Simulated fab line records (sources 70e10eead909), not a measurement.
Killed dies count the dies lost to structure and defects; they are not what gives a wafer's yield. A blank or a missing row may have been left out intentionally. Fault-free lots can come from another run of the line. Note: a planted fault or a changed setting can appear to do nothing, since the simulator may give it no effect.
fab line records	flow nandHarc
record lots=12	wafers=36	lastDay=33
route steps=1302 shown P_ZERO_WELL@20 P_STI@87 END@1302
lots that met no fault: taken from a fault-free run of the same line
startH: hours from the record's first day to the start of the lot's first wafer shown	waitH: hours from the lot's prior step to this one	" same as the row above	L1.1+2: a single row standing in for several wafers	- value missing, or start not given	* or withheld: withheld	< > ~ a bound
route shown NAME@n: a module of which the file shows steps, and the number in the route of the first	usual: mean and standard deviation over wafers with no fault	same: alike in all rows	chamber/n: place in a boat	sites: the reading at each site	_std_site: their standard deviation	_edge_site: the outer-site mean with the inner-site mean subtracted	radiusMm: how far each site lies from the wafer's centre	mask NAME#n: copy n	behind: tool/chamber where the wafer was last shaped	hold: cause of the lot's hold/its duration in hours/its outcome	device: names the non-switching transistor (n, p or np)	end of line: at the end of the route, the tests of the same wafers	a step without rows: its recipe alone	killed: count of dies lost to structure and defects at first sort (not the wafer's yield)	map: shows each die of a wafer: x if killed, . if not, _ if none is there
set.NAME: the setting the step ran with; set.NAME@STEP: the setting that earlier step ran with	model.NAME: the simulator's own value behind a step, which no gauge read
a sample of lots followed through the steps of the route, with each step as a table and each wafer as a row
services: from which hour (startH, from the record's first day; less than 0 if before it) a tool's chamber was out of use, for how many hours, and why
## steps
# step NHARC_P_ZERO_WELL_STRIP_15
# recipe timeS=900	tempC=130	chemistry=SPM
# usual bathGuardTempC=130.0/0.47	bathHeatDutyPct=14.5/1.9
lot.wafer	tool	chamber	startH	waitH	bathGuardTempC	bathHeatDutyPct
L826.1	wetBench-05	4	7.80	-	129.4	16.7
L826.3	"	5	"	"	129.2	13.5
L826.2	"	6	"	"	130.0	13.8
L827.1	wetBench-04	3	17.85	-	129.8	15.8
L827.5	"	4	"	"	130.2	17.6
L827.3	"	6	"	"	130.1	13.1
L829.5	wetBench-05	5	37.70	-	129.3	12.8
L829.2	"	6	"	"	129.6	14.8
L829.1	"	7	"	"	130.5	14.0
L830.6	wetBench-05	5	47.84	-	-	-
L830.1	"	6	"	"	-	-
L830.3	"	0	"	"	-	-
L831.6	wetBench-05	6	58.29	-	-	-
L831.3	"	1	"	"	-	-
L831.5	"	2	"	"	-	-
L838.5	wetBench-04	3	128.13	-	130.0	14.6
L838.1	"	4	"	"	130.3	16.7
L838.2	"	6	"	"	129.7	14.1
L839.3	wetBench-04	2	137.70	-	129.8	12.4
L839.4	"	3	"	"	129.9	14.1
L839.5	"	5	"	"	130.5	13.5
L841.5	wetBench-05	5	157.93	-	129.1	13.6
L841.1	"	7	"	"	130.5	13.3
L841.2	"	1	"	"	129.8	14.5
L843.1	wetBench-05	0	177.68	-	129.9	12.4
L843.2	"	3	"	"	130.5	13.7
L843.5	"	4	"	"	128.5	18.6
L844.5	wetBench-05	5	187.82	-	129.6	13.2
L844.2	"	6	"	"	129.7	14.3
L844.6	"	2	"	"	130.3	13.5
L847.4	wetBench-09	6	217.68	-	129.8	14.2
L847.1	"	2	"	"	130.0	14.1
L847.3	"	3	"	"	129.9	12.6
L848.3	wetBench-05	2	227.80	-	130.0	14.2
L848.1	"	3	"	"	130.9	14.7
L848.6	"	6	"	"	129.6	14.9
# step NHARC_P_ZERO_WELL_DESCUM_39
# recipe timeS=3	o2FlowSccm=200	arFlowSccm=0	biasPowerW=0	chemistry=O2
# usual drypumpMotorCurrentA=5.7/0.44	oesProductAu=1.001/0.0071	rfVppV=57.7/0.97	showerheadPlenumPTorr=1.89/0.1	throttleValvePct=11.311/0.0089
lot.wafer	tool	chamber	startH	waitH	drypumpMotorCurrentA	oesProductAu	rfHoursCounterH	rfVppV	showerheadPlenumPTorr	throttleValvePct
L826.1	rieDiel-03	1	10.39	-	5.9	0.996	31	57.4	1.85	11.316
L826.3	"	2	"	"	5.0	1.009	30	58.7	2.07	11.322
L826.2	"	3	"	"	6.1	1.006	37	55.2	1.81	11.311
L827.1	rieDiel-04	0	20.29	-	5.9	1.001	13	57.3	1.79	11.316
L827.3	"	3	"	"	6.1	0.999	11	57.0	1.82	11.312
L827.5	"	0	"	"	5.9	0.996	-	56.7	1.79	11.319
L829.1	rieDiel-03	2	40.16	-	5.0	0.999	38	58.1	2.06	11.305
L829.2	"	0	"	"	5.2	0.995	45	57.1	1.88	11.306
L829.5	"	3	"	"	6.1	0.987	-	57.2	1.80	11.319
L830.3	rieDiel-05	2	50.41	-	6.2	0.996	4	56.4	1.81	11.308
L830.1	"	0	"	"	6.3	0.997	5	57.7	1.81	11.298
L830.6	"	2	"	"	6.2	0.996	-	56.2	1.81	11.295
L831.3	rieDiel-05	2	60.88	-	6.1	1.006	10	57.5	1.81	11.317
L831.5	"	0	"	"	6.3	1.007	-	56.3	1.81	11.299
L831.6	"	1	"	"	5.4	1.014	-	59.3	1.99	11.311
L838.2	rieDiel-03	1	130.69	-	5.9	1.003	8	59.4	1.84	11.317
L838.1	"	3	"	"	6.1	1.015	8	58.2	1.80	11.319
L838.5	"	1	"	"	5.9	1.009	-	57.7	1.84	11.307
L839.4	rieDiel-05	1	140.16	-	5.4	0.993	31	58.7	1.98	11.310
L839.3	"	2	"	"	6.1	0.996	37	56.0	1.80	11.322
L839.5	"	1	"	"	5.3	0.995	-	56.9	1.98	11.298
L841.1	rieDiel-03	1	160.26	-	5.9	0.992	17	57.2	1.84	11.299
L841.2	"	2	"	"	5.0	0.999	18	58.7	2.05	11.312
L841.5	"	2	"	"	5.0	1.010	-	60.0	2.05	11.303
L843.2	rieDiel-05	1	180.18	-	5.3	1.008	44	58.9	1.97	11.323
L843.1	"	2	"	"	6.1	1.001	52	57.7	1.80	11.311
L843.5	"	1	"	"	5.3	1.001	-	57.7	1.97	11.310
L844.2	rieDiel-03	1	190.30	-	5.9	1.011	25	59.3	1.84	11.308
L844.5	"	2	"	"	5.0	1.014	-	58.5	2.05	11.325
L844.6	"	3	"	"	6.1	1.006	-	56.6	1.79	11.309
L847.3	rieDiel-04	1	220.03	-	5.9	1.001	11	58.5	1.92	11.331
L847.1	"	3	"	"	6.1	1.004	20	56.6	1.80	11.317
L847.4	"	3	"	"	6.1	0.999	-	56.5	1.80	11.312
L848.3	rieDiel-03	1	230.27	-	5.9	0.995	37	57.4	1.83	11.301
L848.1	"	3	"	"	6.0	1.013	44	56.1	1.79	11.317
L848.6	"	1	"	"	5.8	0.993	-	56.1	1.83	11.297
# step NHARC_P_ZERO_WELL_DESCUM_54
# recipe timeS=3	o2FlowSccm=200	arFlowSccm=0	biasPowerW=0	chemistry=O2
# usual drypumpMotorCurrentA=5.7/0.43	oesProductAu=1.002/0.0068	rfVppV=57.7/0.97	showerheadPlenumPTorr=1.88/0.098	throttleValvePct=11.311/0.0098
lot.wafer	tool	chamber	startH	waitH	drypumpMotorCurrentA	oesProductAu	rfHoursCounterH	rfVppV	showerheadPlenumPTorr	throttleValvePct
L826.2	rieDiel-05	3	12.02	-	5.2	0.993	50	55.8	1.77	11.301
L826.3	"	0	"	"	6.3	0.992	48	56.0	1.81	11.296
L826.1	"	1	"	"	5.4	0.993	42	58.5	1.99	11.300
L827.3	rieDiel-03	0	21.93	-	5.2	0.997	40	58.1	1.88	11.298
L827.1	"	1	"	"	5.9	0.993	37	58.4	1.85	11.307
L827.5	"	1	"	"	5.9	0.995	-	57.7	1.85	11.301
L829.1	rieDiel-04	2	41.81	-	5.6	1.009	14	57.7	1.83	11.298
L829.2	"	3	"	"	6.1	1.013	18	56.2	1.82	11.315
L829.5	"	1	"	"	6.0	1.011	-	57.8	1.93	11.294
L830.1	rieDiel-05	3	52.08	-	5.2	1.010	5	58.9	2.07	11.313
L830.3	"	1	"	"	5.3	0.995	4	58.2	1.99	11.308
L830.6	"	3	"	"	5.2	1.011	-	58.8	2.07	11.314
L831.3	rieDiel-03	0	62.50	-	5.2	1.004	51	56.9	1.87	11.325
L831.5	"	0	"	"	5.2	0.997	-	58.5	1.87	11.308
L831.6	"	1	"	"	5.9	0.998	-	56.7	1.85	11.316
L838.1	rieDiel-04	2	132.35	-	5.5	1.001	41	56.9	1.82	11.308
L838.2	"	3	"	"	6.1	1.006	50	58.0	1.81	11.336
L838.5	"	0	"	"	5.9	1.005	-	57.2	1.78	11.314
L839.4	rieDiel-05	3	141.82	-	5.2	1.002	32	57.8	2.07	11.333
L839.3	"	0	"	"	6.3	1.011	36	58.3	1.80	11.314
L839.5	"	1	"	"	5.4	1.016	-	58.6	1.98	11.319
L841.1	rieDiel-03	3	161.92	-	6.1	1.007	22	57.1	1.79	11.294
L841.2	"	0	"	"	5.2	1.003	21	57.5	1.87	11.302
L841.5	"	1	"	"	5.9	1.001	-	58.6	1.84	11.323
L843.1	rieDiel-04	0	181.81	-	6.0	0.995	4	56.6	1.78	11.312
L843.2	"	3	"	"	6.1	1.014	4	56.7	1.81	11.313
L843.5	"	0	"	"	6.0	0.990	-	57.0	1.78	11.317
L844.2	rieDiel-05	3	192.21	-	5.2	1.006	49	56.3	2.06	11.297
L844.6	"	2	"	"	6.1	1.005	-	57.1	1.80	11.312
L844.5	"	3	"	"	5.2	1.013	-	58.2	2.06	11.309
L847.1	rieDiel-05	0	221.57	-	6.3	1.013	2	57.0	1.79	11.301
L847.4	"	1	"	"	5.4	1.001	2	59.1	1.97	11.302
L847.3	"	3	"	"	5.2	1.008	3	57.7	2.06	11.300
L848.3	rieDiel-03	1	231.80	-	5.9	1.004	37	58.7	1.83	11.321
L848.1	"	2	"	"	5.0	1.006	36	57.8	2.05	11.319
L848.6	"	2	"	"	5.0	1.015	-	58.1	2.05	11.333
# step NHARC_P_STI_DESCUM_14
# recipe timeS=3	o2FlowSccm=200	arFlowSccm=0	biasPowerW=0	chemistry=O2
# usual drypumpMotorCurrentA=5.5/0.4	oesProductAu=1.001/0.0073	rfVppV=57.9/0.9	showerheadPlenumPTorr=1.92/0.075	throttleValvePct=11.312/0.0087
lot.wafer	tool	chamber	startH	waitH	drypumpMotorCurrentA	oesProductAu	rfHoursCounterH	rfVppV	showerheadPlenumPTorr	throttleValvePct
L826.1	rieDiel-13	1	28.07	-	5.3	0.992	4	57.1	1.99	11.330
L826.2	"	2	"	"	5.9	1.004	3	55.8	1.93	11.306
L826.3	"	3	"	"	5.1	1.003	5	59.4	1.80	11.314
L827.1	rieDiel-09	3	39.19	-	5.7	1.006	6	59.4	1.98	11.305
L827.3	"	0	"	"	5.4	0.996	5	56.9	1.97	11.306
L827.5	"	2	"	"	5.3	0.996	-	57.4	1.88	11.310
L829.1	rieDiel-09	3	59.98	-	5.7	1.000	7	59.6	1.98	11.304
L829.2	"	2	"	"	5.2	1.005	6	58.2	1.88	11.295
L829.5	"	3	"	"	5.7	1.002	-	59.5	1.98	11.313
L830.3	rieDiel-09	1	69.14	-	5.1	1.010	6	57.5	1.88	11.310
L830.1	"	3	"	"	5.6	1.012	8	58.0	1.98	11.303
L830.6	"	1	"	"	5.1	0.998	-	57.9	1.88	11.308
L831.3	rieDiel-09	2	79.28	-	5.3	0.995	7	58.3	1.88	11.320
L831.5	"	2	"	"	5.3	0.982	-	59.0	1.88	11.311
L831.6	"	3	"	"	5.7	1.006	-	58.7	1.98	11.309
L838.2	rieDiel-09	2	149.59	-	5.3	0.998	2	58.0	1.88	11.302
L838.1	"	0	"	"	5.4	1.008	2	58.6	1.97	11.305
L838.5	"	2	"	"	5.3	1.001	-	58.5	1.88	11.324
L839.4	rieDiel-08	2	159.03	-	5.9	0.992	7	57.3	2.01	11.317
L839.3	"	1	"	"	5.2	1.007	7	59.0	2.05	11.319
L839.5	"	3	"	"	6.4	1.000	-	57.8	1.83	11.321
L841.1	rieDiel-13	3	180.27	-	5.2	1.000	3	57.0	1.79	11.319
L841.2	"	2	"	"	5.9	0.984	2	57.4	1.93	11.311
L841.5	"	0	"	"	6.0	0.990	-	56.7	1.82	11.316
L843.1	rieDiel-08	3	201.07	-	6.5	0.992	1	56.8	1.83	11.296
L843.2	"	2	"	"	5.9	1.003	1	57.4	2.01	11.325
L843.5	"	3	"	"	6.5	0.989	-	58.3	1.83	11.317
L844.2	rieDiel-13	0	211.49	-	6.0	0.993	6	57.9	1.82	11.309
L844.5	"	2	"	"	5.9	0.991	-	56.8	1.93	11.332
L844.6	"	3	"	"	5.2	1.000	-	56.1	1.79	11.319
L847.1	rieDiel-09	0	240.56	-	5.5	1.013	7	57.8	1.97	11.302
L847.4	"	1	"	"	5.2	0.992	7	57.3	1.88	11.313
L847.3	"	3	"	"	5.7	0.991	8	57.9	1.98	11.320
L848.3	rieDiel-13	0	248.58	-	6.1	1.003	10	58.2	1.82	11.314
L848.1	"	1	"	"	5.2	0.998	8	59.1	1.99	11.293
L848.6	"	0	"	"	6.0	1.006	-	56.4	1.82	11.326
# step NHARC_END_SORT_01
# recipe tempC=25
# usual killedAtArray=47/14	killedAtOther=0.5/0.72	killedAtPeriphery=4/3.1	killedDies=52/15	killedOpen=3.2/1.9	killedShort=2.4/1.7
# same grossDies=677
lot.wafer	tool	chamber	startH	waitH	killedAtArray	killedAtOther	killedAtPeriphery	killedDies	killedOpen	killedShort
L831.3	prober-02	0	586.11	3.1	47	0	7	54	1	1
L831.5	prober-02	0	587.73	3.7	65	1	2	68	2	4
L831.6	prober-02	0	588.53	4.0	40	0	1	41	2	0
L830.1	prober-01	0	592.20	2.5	24	0	1	25	4	1
L830.3	prober-01	0	593.79	3.1	29	0	3	32	5	3
L830.6	prober-01	0	596.18	4.0	16	1	3	20	3	1
L839.3	prober-02	0	754.92	3.1	37	1	1	39	2	0
L839.4	prober-02	0	755.71	3.4	40	0	4	44	1	1
L839.5	prober-02	0	756.50	3.7	42	1	3	46	4	1
L838.1	prober-02	0	761.09	2.5	32	0	4	36	5	2
L838.2	prober-02	0	761.89	2.8	36	0	3	39	1	0
L838.5	prober-02	0	764.27	3.7	29	0	2	31	2	2
L848.1	prober-02	0	792.18	2.5	62	0	2	64	1	1
L848.3	prober-02	0	793.79	3.1	70	0	9	79	7	3
L848.6	prober-02	0	796.20	4.0	62	0	7	69	1	3
# killed by level:class
L831.3 A_CHANNEL_HOLE_D2:chamberFilmFlake=24 A_CHANNEL_HOLE_D1:chamberFilmFlake=19 P_GATE:chamberFilmFlake=3 P_ZERO_WELL:chamberFilmFlake=2 A_STAIRCASE:chamberFilmFlake=2 P_M0:geometricParticle:open=1 A_CHANNEL_FILL_D1:geometricParticle:short=1 P_STI:chamberFilmFlake=1
L831.5 A_CHANNEL_HOLE_D1:chamberFilmFlake=27 A_CHANNEL_HOLE_D2:chamberFilmFlake=25 A_CHANNEL_FILL_D2:chamberFilmFlake=3 P_GATE:chamberFilmFlake=2 A_STAIRCASE:chamberFilmFlake=2 A_CONTACT:chamberFilmFlake=2 A_ONON_D1:geometricParticle:short=1 A_ONON_D2:geometricParticle:open=1
L831.6 A_CHANNEL_HOLE_D2:chamberFilmFlake=17 A_CHANNEL_HOLE_D1:chamberFilmFlake=16 A_CHANNEL_FILL_D2:chamberFilmFlake=2 A_SLIT:geometricParticle:open=1 A_M1:geometricParticle:open=1 P_ZERO_WELL:chamberFilmFlake=1 A_STAIRCASE:chamberFilmFlake=1 A_CONTACT:chamberFilmFlake=1
L830.1 A_BONDPAD:chamberFilmFlake=5 A_CONTACT:chamberFilmFlake=4 A_CHANNEL_HOLE_D1:chamberFilmFlake=3 A_CHANNEL_HOLE_D2:chamberFilmFlake=3 A_CHANNEL_FILL_D2:chamberFilmFlake=2 A_STAIRCASE:chamberFilmFlake=2 P_CONTACT:geometricParticle:short=1 A_DECK1_JOINT:geometricParticle:open=1
L830.3 A_CHANNEL_HOLE_D2:chamberFilmFlake=7 A_CHANNEL_HOLE_D1:chamberFilmFlake=5 A_CHANNEL_FILL_D2:chamberFilmFlake=4 A_BONDPAD:chamberFilmFlake=2 P_STI:geometricParticle:short=1 P_CONTACT:geometricParticle:open=1 A_ONON_D1:geometricParticle:open=1 A_STAIRCASE:geometricParticle:open=1
L830.6 A_CHANNEL_HOLE_D2:chamberFilmFlake=6 A_CONTACT:chamberFilmFlake=5 P_M0:geometricParticle:open=1 P_M0:geometricParticle:short=1 A_CHANNEL_FILL_D1:geometricParticle:open=1 A_M0:geometricParticle:open=1 P_GATE:chamberFilmFlake=1 A_STAIRCASE:chamberFilmFlake=1
L839.3 A_SLIT:chamberFilmFlake=16 A_CONTACT:chamberFilmFlake=10 A_CHANNEL_HOLE_D2:chamberFilmFlake=4 A_CHANNEL_HOLE_D1:chamberFilmFlake=3 A_WL_FILL:chamberFilmFlake=2 A_SOURCE_PLATE:geometricParticle:open=1 P_GATE:chamberFilmFlake=1 STARTING-WAFER:geometricParticle:open=1
L839.4 A_SLIT:chamberFilmFlake=20 A_CHANNEL_HOLE_D1:chamberFilmFlake=5 P_ZERO_WELL:chamberFilmFlake=2 P_GATE:chamberFilmFlake=2 A_STAIRCASE:chamberFilmFlake=2 A_CHANNEL_FILL_D1:chamberFilmFlake=2 A_CHANNEL_HOLE_D2:chamberFilmFlake=2 A_WL_FILL:chamberFilmFlake=2
L839.5 A_SLIT:chamberFilmFlake=14 A_CONTACT:chamberFilmFlake=10 A_CHANNEL_HOLE_D1:chamberFilmFlake=6 A_CHANNEL_HOLE_D2:chamberFilmFlake=4 A_WL_FILL:chamberFilmFlake=3 P_CONTACT:geometricParticle:open=2 A_DECK1_JOINT:geometricParticle:open=1 A_SGD_CUT:geometricParticle:open=1
L838.1 A_SLIT:chamberFilmFlake=16 A_CHANNEL_HOLE_D1:chamberFilmFlake=3 A_CHANNEL_FILL_D1:chamberFilmFlake=3 A_M1:chamberFilmFlake=3 A_ONON_D2:geometricParticle:open=2 P_CONTACT:geometricParticle:open=1 P_M0:geometricParticle:open=1 A_ONON_D1:geometricParticle:short=1
L838.2 A_SLIT:chamberFilmFlake=21 A_CHANNEL_HOLE_D1:chamberFilmFlake=5 A_CONTACT:chamberFilmFlake=5 P_BONDPAD:chamberFilmFlake=2 A_CHANNEL_FILL_D1:geometricParticle:open=1 P_ZERO_WELL:chamberFilmFlake=1 A_CHANNEL_FILL_D1:chamberFilmFlake=1 A_DECK1_JOINT:chamberFilmFlake=1
L838.5 A_SLIT:chamberFilmFlake=8 A_CHANNEL_HOLE_D1:chamberFilmFlake=5 A_WL_FILL:chamberFilmFlake=4 A_CONTACT:chamberFilmFlake=4 A_CHANNEL_FILL_D1:chamberFilmFlake=2 A_STAIRCASE:chamberFilmFlake=2 P_CONTACT:geometricParticle:short=1 A_DECK1_JOINT:geometricParticle:short=1
L848.1 A_CHANNEL_HOLE_D2:chamberFilmFlake=20 A_SLIT:chamberFilmFlake=14 A_CHANNEL_HOLE_D1:chamberFilmFlake=13 A_CONTACT:chamberFilmFlake=6 A_WL_FILL:chamberFilmFlake=3 A_ONON_D1:geometricParticle:short=1 A_M0:geometricParticle:open=1 P_GATE:chamberFilmFlake=1
L848.3 A_SLIT:chamberFilmFlake=19 A_CHANNEL_HOLE_D2:chamberFilmFlake=17 A_CHANNEL_HOLE_D1:chamberFilmFlake=15 A_STAIRCASE:chamberFilmFlake=6 P_GATE:chamberFilmFlake=4 P_M1:chamberFilmFlake=3 P_M0:geometricParticle:open=2 A_CHANNEL_FILL_D1:geometricParticle:open=2
L848.6 A_SLIT:chamberFilmFlake=24 A_CHANNEL_HOLE_D2:chamberFilmFlake=12 A_CONTACT:chamberFilmFlake=8 A_CHANNEL_HOLE_D1:chamberFilmFlake=7 P_GATE:chamberFilmFlake=3 P_M1:chamberFilmFlake=3 A_WL_FILL:chamberFilmFlake=3 A_STAIRCASE:chamberFilmFlake=2
## services
tool	chamber	startH	hours	kind
rieDiel-05	0	0.45	3.9	repair
rieDiel-04	2	4.86	3.8	repair
rieDiel-04	-	16.11	0.1	repair
rieDiel-05	-	28.60	9.0	pm
rieDiel-03	3	41.98	7.6	repair
wetBench-05	-	60.80	8.0	pm
rieDiel-05	3	61.87	12.4	repair
rieDiel-03	-	80.37	9.0	pm
rieDiel-09	1	85.99	2.4	repair
rieDiel-09	3	89.16	16.1	repair
rieDiel-09	-	92.26	3.4	repair
rieDiel-05	3	108.71	6.1	repair
wetBench-05	-	110.57	3.8	repair
rieDiel-09	-	119.15	9.0	pm
rieDiel-05	1	119.66	7.0	repair
rieDiel-09	1	140.89	1.9	repair
rieDiel-04	-	154.16	9.0	pm
rieDiel-05	1	164.73	3.1	repair
rieDiel-04	1	198.23	12.1	repair
rieDiel-03	2	205.24	9.5	repair
rieDiel-05	-	205.60	9.0	pm
rieDiel-04	2	217.82	8.8	repair
rieDiel-04	-	234.19	1.2	repair
wetBench-05	-	236.80	8.0	pm
## key
firstSign step=NHARC_P_ZERO_WELL_STRIP_15	reading=toolRecord	direction=missing
effect none on later readings
metAt NHARC_P_ZERO_WELL_STRIP_15
struckLots L830,L831
testerLeftOut L830,L831
notActingAt NHARC_P_ZERO_WELL_DESCUM_39,NHARC_P_ZERO_WELL_DESCUM_54,NHARC_P_STI_DESCUM_14
onsetBetween 37.70 47.84
fault kind=skippedStepWhole	tool=wetBench-05	chamber=-	onsetH=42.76	steps=NHARC_P_ZERO_WELL_STRIP_15	scope=struckLotsOnly
# testerLeftOut: of these lots the tester's yield and bins aren't shown, on N5 and GAA mostly nor the transistor test; their killed dies are dies lost to structure and defects alone, not to doping, threshold or leakage, so they don't give the yield
